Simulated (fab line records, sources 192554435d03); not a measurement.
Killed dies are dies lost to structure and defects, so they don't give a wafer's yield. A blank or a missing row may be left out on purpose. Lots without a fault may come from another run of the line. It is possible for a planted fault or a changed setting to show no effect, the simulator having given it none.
Matching of chambers | flow n5Finfet | N5_BEOL_M15_VIA_ETCH_16 on rieDiel-03 has 4 sister chambers
The step etches SiO2 in C4F8/O2/Ar, target depth 1792.2 nm. 8 wafers are shown with their chamber, then 7 later ones without.

WAFERS WITH THEIR CHAMBER
wafer  | chamber | showerheadPlenumPTorr (Torr) | rfVppV (V)
L083.2 | 1       | 3.48                         | 2197
L085.3 | 2       | 3.55                         | 2222
L084.2 | 2       | 3.55                         | 2223
L091.1 | 0       | 3.39                         | 2263
L091.2 | 1       | 3.48                         | 2196
L091.4 | 3       | 3.62                         | 2196
L093.1 | 0       | 3.38                         | 2263
L093.5 | 3       | 3.62                         | 2193

WAFERS WITHOUT THEIR CHAMBER
wafer  | showerheadPlenumPTorr (Torr) | rfVppV (V)
L093.6 | 3.38                         | 2262
L097.1 | 3.38                         | 2261
L097.2 | 3.53                         | 2224
L097.4 | 3.47                         | 2197
L096.2 | 3.61                         | 2195
L096.3 | 3.38                         | 2262
L096.4 | 3.53                         | 2222

WHICH CHAMBER EACH WENT THROUGH
wafer  | from the rows above | in truth
L093.6 | 0                   | 0
L097.1 | 0                   | 0
L097.2 | 2                   | 2
L097.4 | 1                   | 1
L096.2 | 3                   | 3
L096.3 | 0                   | 0
L096.4 | 2                   | 2
Correctly placed: 7 of 7. From these rows, 0 cannot be placed. Wrongly placed: 0.
How it was worked out, from the rows above alone: a wafer's distance from a chamber is the root of the sum, over the readings, of the square of ((its reading less the chamber's mean) divided by the reading's scatter). If the next closest chamber is less than 2 further off than the closest, the wafer can't be placed; otherwise it belongs to the closest. Each chamber's mean is taken over the wafers shown for it. The scatter is the square root of a quotient: the sum, over the shown wafers, of each reading's squared deviation from its chamber's mean, divided by wafers minus chambers.
